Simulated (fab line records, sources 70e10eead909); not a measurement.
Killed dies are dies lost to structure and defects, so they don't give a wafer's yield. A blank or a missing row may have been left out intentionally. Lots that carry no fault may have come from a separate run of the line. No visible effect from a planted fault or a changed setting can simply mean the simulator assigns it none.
A struck lot beside a sound one | flow nand harc | 13 out of 1159 route steps
Sound: the wafers L165.1, L165.3, L165.4. Wafers struck: L169.1, L169.4, L169.6. The cause is named last.
For every step that has rows: the tool of each side, followed by ch and its chambers, followed by its first start. Under that, the readings that differ: sound wafers | struck wafers | difference of the means | sigmas: that difference in standard deviations of wafers without a fault.
alike: same words and numbers on both sides, and readings whose means sit less than 2 such deviations apart. not compared: any withheld reading, any reading some wafer has no value for, any bound like >300 that may hide the same value, and any number with overlapping values for which the record gives no deviation.
A row with sigmas, a row that says differs or no value, or rows on one side alone: a step with any of these is where the two part. Numbers that have no deviation but don't overlap get no sigmas and don't part them. Lack of a reading on every wafer of one side parts them only where that side has two or more wafers.

NHARC_A_CONTACT_DEP_28: deposits aC, target thk 3600 nm.
  sound on acl dep-03 ch 0, day 17 10:46; struck on acl dep-03 ch 0, day 18 21:11
  alike: throttle valve pct
NHARC_A_CONTACT_DEP_29: deposits SiON, target thk 70 nm.
  sound on pecvd-03 ch 0,2, day 17 13:00; struck on pecvd-02 ch 1,2, day 18 23:31
  alike: heater power w
then, 9 steps without rows for these wafers: NHARC_A_CONTACT_DEHYDRATE_32 (time 120 s); NHARC_A_CONTACT_HMDS_33 (time 30 s); NHARC_A_CONTACT_COAT_34 (time 75 s); NHARC_A_CONTACT_COAT_35 (time 65 s); NHARC_A_CONTACT_COAT_36 (resist thk 90 nm); NHARC_A_CONTACT_SOFTBAKE_37 (time 55 s); NHARC_A_CONTACT_EBR_38; NHARC_A_CONTACT_EXPOSE_39 (exposes mask A CC 3); NHARC_A_CONTACT_PEB_40 (peb time 65 s).
NHARC_A_CONTACT_DEVELOP_41: develop time 35 s.
  struck on litho track-04, day 18 23:00; sound on litho track-04 ch 0, day 17 13:00
  no value came back on the struck wafers for chill plate temp C (C), develop time s (s); on the sound wafers chill plate temp C (C) reads 23.13 22.89 22.98
NHARC_A_CONTACT_CD_MEAS_42: target cd 200 nm.
  sound on cd sem-02 ch 0, day 17 13:43; struck on cd sem-03 ch 0, day 19 00:03
  reading    | sound             | struck | difference                    | sigmas
  cd nm (nm) | 200.9 201.6 200.9 | - - -  | no value on the struck wafers |

## WHERE THEY PART
Last at NHARC_A_CONTACT_CD_MEAS_42 as far as this record goes, first at NHARC_A_CONTACT_DEVELOP_41.

WHY: whatever the simulator had introduced
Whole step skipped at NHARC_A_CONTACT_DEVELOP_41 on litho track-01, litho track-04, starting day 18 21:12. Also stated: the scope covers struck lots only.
